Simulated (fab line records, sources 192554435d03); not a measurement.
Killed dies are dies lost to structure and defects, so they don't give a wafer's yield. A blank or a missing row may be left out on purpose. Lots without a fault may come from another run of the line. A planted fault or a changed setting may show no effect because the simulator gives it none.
Which tool did it? | flow n5_finfet | 12 lots, 36 wafers sampled, at 5 steps of a route of 1938

WHAT THE GAUGES READ, wafer by wafer
N5_BEOL_M4_THK_MEAS_01.
lot  | measured     | on            | M4_ILD_THK (nm)
L075 | day 8 03:28  | film_metro-02 | 78.3 78.3 77.7
L077 | day 8 21:46  | film_metro-01 | 77.1 79.7 79.2
L079 | day 8 23:58  | film_metro-02 | 78.9 77.7 77.7
L081 | day 10 07:35 | film_metro-01 | 79.9 79.0 80.5
L083 | day 11 21:36 | film_metro-02 | 78.6 78.3 79.2
L085 | day 12 14:39 | film_metro-01 | 78.0 78.6 79.4
L088 | day 12 19:50 | film_metro-02 | 78.3 78.4 79.5
L087 | day 12 23:28 | film_metro-02 | 78.4 78.9 79.9
L092 | day 13 06:14 | film_metro-01 | 78.0 78.7 79.1
L093 | day 13 10:44 | film_metro-02 | 80.4 78.9 80.6
L094 | day 13 12:28 | film_metro-01 | 78.3 78.4 80.5
L097 | day 14 19:55 | film_metro-01 | 79.1 79.9 80.8

WHICH TOOL RAN EACH LOT (tool, then ch and the chambers of the sampled wafers, then the start)
lot  | N5_BEOL_M3_STRIP_97                           | N5_BEOL_M3_PRE_CLEAN_45      | N5_BEOL_M3_ANNEAL_95         | N5_BEOL_M3_ANNEAL_51
L075 | rie_diel-02 ch 0,1,2, day 7 23:43 or earlier  | pvd_sputter-03, day 7 23:43  | pvd_sputter-03, day 8 02:09  | rtp_anneal-01 ch 0, day 8 02:32
L077 | rie_diel-03 ch 0,2,3, day 8 16:32 or earlier  | pvd_sputter-03, day 8 16:32  | pvd_sputter-01, day 8 18:46  | rtp_anneal-02 ch 0, day 8 19:06
L079 | rie_diel-05 ch 1,2,3, day 8 20:10 or earlier  | pvd_sputter-02, day 8 20:10  | pvd_sputter-01, day 8 22:40  | rtp_anneal-01 ch 0, day 8 22:59
L081 | rie_diel-03 ch 0,1,3, day 10 03:49 or earlier | pvd_sputter-02, day 10 03:49 | pvd_sputter-03, day 10 06:16 | rtp_anneal-01 ch 0, day 10 06:38
L083 | rie_diel-05 ch 0,1,3, day 11 17:18 or earlier | pvd_sputter-01, day 11 17:18 | pvd_sputter-03, day 11 20:17 | rtp_anneal-01 ch 0, day 11 20:37
L085 | rie_diel-05 ch 0,2, day 12 09:42 or earlier   | pvd_sputter-02, day 12 09:42 | pvd_sputter-02, day 12 13:19 | rtp_anneal-02 ch 0, day 12 13:45
L088 | rie_diel-03 ch 0,1,2, day 12 15:39 or earlier | pvd_sputter-01, day 12 15:39 | pvd_sputter-01, day 12 18:15 | rtp_anneal-02 ch 0, day 12 18:44
L087 | rie_diel-05 ch 0,1, day 12 19:10 or earlier   | pvd_sputter-01, day 12 19:10 | pvd_sputter-01, day 12 21:55 | rtp_anneal-02 ch 0, day 12 22:15
L092 | rie_diel-03 ch 0,1,2, day 13 00:54 or earlier | pvd_sputter-01, day 13 00:54 | pvd_sputter-02, day 13 04:55 | rtp_anneal-02 ch 0, day 13 05:20
L093 | rie_diel-03 ch 0,2, day 13 07:10 or earlier   | pvd_sputter-01, day 13 07:10 | pvd_sputter-01, day 13 09:18 | rtp_anneal-02 ch 0, day 13 09:45
L094 | rie_diel-05 ch 0,1,3, day 13 07:38 or earlier | pvd_sputter-03, day 13 07:38 | pvd_sputter-01, day 13 11:08 | rtp_anneal-01 ch 0, day 13 11:28
L097 | rie_diel-05 ch 0,2,3, day 14 15:18 or earlier | pvd_sputter-02, day 14 15:18 | pvd_sputter-02, day 14 17:35 | rtp_anneal-02 ch 0, day 14 18:55
- N5_BEOL_M3_STRIP_97: strips in N2/H2, time 10 s.
- N5_BEOL_M3_PRE_CLEAN_45: time 30 s.
- N5_BEOL_M3_ANNEAL_95: time 240 s.
- N5_BEOL_M3_ANNEAL_51: time 90 s.

THE ANSWER, worked out from the rows above alone
Rule: what is usual is taken from the lots themselves. Put in order of their means at a reading, lots are off if they are a third of the lots or fewer, leave a main group of 4 or more, and stand apart from it by a gap of 3 or more times the standard deviation of the main group's means; of several such gaps the widest counts. A main group whose means are all the same, to the digits that the tables above print for the reading, isn't used. A lot without any number at a reading at which 4 lots or more have one is off too. The other lots that the step has rows for count as sound.
No lot is off at any reading shown: from this, nothing can be told.

WHAT THE SIMULATOR HAD PUT IN
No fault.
